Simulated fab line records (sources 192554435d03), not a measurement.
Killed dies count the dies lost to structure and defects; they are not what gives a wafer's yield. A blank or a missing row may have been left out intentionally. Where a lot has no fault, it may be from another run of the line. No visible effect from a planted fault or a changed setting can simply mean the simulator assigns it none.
A struck lot beside a sound one ; flow n5-finfet ; 37 out of 1938 route steps
Sound: the wafers L465.1, L465.2, L465.5. Struck: wafer L458.4; the same lot's L458.6 was not struck, so it is left out; see the end for the cause.
Each step with rows lists, per side, the tool, then ch with its chambers, then its first start. Under that, the readings that differ: sound wafers ; struck wafers ; difference of the means ; sigmas: that difference in standard deviations of wafers without a fault.
alike: same words and numbers on both sides, and readings whose means sit less than 2 such deviations apart. not compared: any withheld reading, any reading some wafer has no value for, any bound like >300 that may hide the same value, and any number with overlapping values for which the record gives no deviation.
A row with sigmas, a row that says differs or no value, or rows on one side alone: a step with any of these is where the two part. Non-overlapping numbers with no deviation appear without sigmas and do not part them. Lack of a reading on every wafer of one side parts them only where that side has two or more wafers.

first, 9 steps without rows for these wafers: N5_BEOL_M1_ANNEAL_95 (time 240 s); N5_BEOL_M1_SPUTTER_96 (material Cu, target thk 4.5 nm, time 8.29 s); N5_BEOL_M1_ECD_50 (material Cu, target thk 300 nm); N5_BEOL_M1_ANNEAL_51 (time 90 s); N5_BEOL_M1_CMP_52 (polishes, stops on SiOC, t overpolish 6.8 s, target thk 40 nm); N5_BEOL_M1_PRE_CLEAN_60 (time 15 s); N5_BEOL_M1_CO_CAP_55 (material Co, precursor CCTBA/H2, target thk 2 nm, time 102.1 s); N5_BEOL_M1_PRE_CLEAN_56 (time 15 s); N5_BEOL_M1_DEP_57 (deposits SiCN from 3MS/NH3, target thk 8 nm, time 14 s).
N5_BEOL_M2_ILD_DEP_00: deposits SiOC from DEMS/O2, target thk 79 nm, time 15.3 s.
  sound on pecvd-02 ch 0,1,2, day 11 12:31; struck on pecvd-03 ch 1, day 9 16:34
reading;sound;struck;difference;sigmas
model.SiOC_of_BEOL_M2_ILD_DEP_00.thk-nm (nm);78.2 79.2 79;72.6;-6.2;
  alike: heater-power-outer-w, heater-power-w, showerhead-plenum-p-Torr, throttle-valve-pct
  not compared: rf-fwd-power-W, since-wet-clean-h
N5_BEOL_M2_THK_MEAS_01:
  sound: film-metro-02 at day 11 12:35; struck: film-metro-02 at day 9 16:37
reading;sound;struck;difference;sigmas
M2_ILD_THK (nm);78.3 79.2 78.9;72.7;-6.1;-6
then, 24 steps without rows for these wafers: N5_BEOL_M2_PECVD_72 (deposits SiO2 from TEOS/O2, target thk 16 nm, time 18 s); N5_BEOL_M2_HM_DEP_02 (deposits TiN, target thk 20 nm); N5_BEOL_M2_COAT_61 (time 60 s, resist thk 60 nm); N5_BEOL_M2_COAT_62 (time 60 s, resist thk 12 nm); N5_BEOL_M2_COAT_73 (time 60 s, resist thk 5 nm); N5_BEOL_M2_COAT_05 (resist thk 30 nm); N5_BEOL_M2_EBR_07; N5_BEOL_M2_SOFTBAKE_06 (time 60 s); N5_BEOL_M2_EXPOSE_08 (exposes mask M2); N5_BEOL_M2_PEB_09 (peb time 60 s); N5_BEOL_M2_DEVELOP_10 (develop time 30 s); N5_BEOL_M2_DESCUM_16 (chemistry O2, time 7 s); N5_BEOL_M2_ETCH_74 (etches underlayer in N2/H2, target depth 6.5 nm, time 5.2 s); N5_BEOL_M2_ETCH_63 (etches SiARC in CF4, target depth 15.6 nm, time 26 s); N5_BEOL_M2_ETCH_64 (etches SOC in N2/H2, target depth 75 nm, overetch 22.5 nm, time 121.9 s); N5_BEOL_M2_STRIP_65 (strips in N2/H2); N5_BEOL_M2_STRIP_75 (strips in N2/H2); N5_BEOL_M2_STRIP_66 (strips in CF4); N5_BEOL_M2_HM_OPEN_17 (chemistry Cl2/BCl3, target TiN, target depth 20 nm, overetch 6 nm); N5_BEOL_M2_STRIP_19 (strips in O2); N5_BEOL_M2_COAT_67 (time 60 s, resist thk 60 nm); N5_BEOL_M2_COAT_68 (time 60 s, resist thk 12 nm); N5_BEOL_M2_COAT_76 (time 60 s, resist thk 5 nm); N5_BEOL_M2_COAT_22 (resist thk 30 nm).
N5_BEOL_M2_CMP_52: polishes, stops on SiOC, t overpolish 6.8 s, target thk 40 nm.
  sound on cmp-04 ch 1,2,3, day 11 23:49; struck on cmp-04 ch 3, day 10 06:32
reading;sound;struck;difference;sigmas
model.SiOC_of_BEOL_M2_ILD_DEP_00.thk-nm (nm);75.2 76.2 76;69.6;-6.2;
  alike: motor-current-A
N5_BEOL_M4_RC_MEAS_101:
  sound on prober-02 ch 0, day 12 17:49; struck on prober-02 ch 0, day 11 02:30
  alike: DIBL_N, DIBL_P, IOFF_N, IOFF_P, ION_N, ION_P, SS_N, SS_P, VT_N, VT_P

## WHERE THEY PART
At N5_BEOL_M2_THK_MEAS_01 and nowhere else, as far as this record goes. Later steps at which nothing parts them and some readings are alike: N5_BEOL_M2_CMP_52, N5_BEOL_M4_RC_MEAS_101.

WHY: the cause the simulator had injected
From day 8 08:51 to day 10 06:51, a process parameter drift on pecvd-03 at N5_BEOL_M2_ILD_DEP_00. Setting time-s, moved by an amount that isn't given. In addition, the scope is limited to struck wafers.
